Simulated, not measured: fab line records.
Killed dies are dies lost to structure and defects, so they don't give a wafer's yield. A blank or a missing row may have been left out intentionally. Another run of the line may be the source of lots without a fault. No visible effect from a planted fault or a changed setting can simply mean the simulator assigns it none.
Matching of chambers / flow n5_finfet / N5_BEOL_M0_STRIP_140 on rie_diel-05 has 4 sister chambers
The step strips in CF4. 4 wafers are shown with their chamber, then 7 later ones without.

== WAFERS, EACH WITH ITS CHAMBER ==
wafer=L083.2; chamber=1; throttle_valve_pct (%)=13.06
wafer=L083.3; chamber=2; throttle_valve_pct (%)=13.58
wafer=L083.5; chamber=3; throttle_valve_pct (%)=13.95
wafer=L084.4; chamber=0; throttle_valve_pct (%)=13.33

== WAFERS WHOSE CHAMBER IS MISSING ==
wafer=L084.6; throttle_valve_pct (%)=13.06
wafer=L093.1; throttle_valve_pct (%)=13.63
wafer=L093.2; throttle_valve_pct (%)=13.36
wafer=L093.4; throttle_valve_pct (%)=13.10
wafer=L094.1; throttle_valve_pct (%)=13.38
wafer=L094.2; throttle_valve_pct (%)=13.66
wafer=L094.3; throttle_valve_pct (%)=13.42

== EACH ONE'S CHAMBER ==
wafer=L084.6; from the rows above=1; in truth=1
wafer=L093.1; from the rows above=2; in truth=2
wafer=L093.2; from the rows above=0; in truth=0
wafer=L093.4; from the rows above=1; in truth=1
wafer=L094.1; from the rows above=0; in truth=0
wafer=L094.2; from the rows above=2; in truth=2
wafer=L094.3; from the rows above=can't be placed: 0 or 2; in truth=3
Placed correctly: 6 of 7. Cannot be placed on the basis of these rows: 1; the candidates contain the true chamber in 0. 0 placed wrongly.
How it was worked out, from the rows above alone: a wafer's distance from a chamber is the root of the sum, over the readings, of the square of ((its reading less the chamber's mean) divided by the reading's scatter). The wafer belongs to the nearest chamber; if the next one is less than 2 further off, it can't be placed. A chamber's mean is the mean of its shown wafers. The scatter (one wafer shown for each chamber): square how far every hidden wafer sits from the nearest shown wafer, average those squares and take the square root.
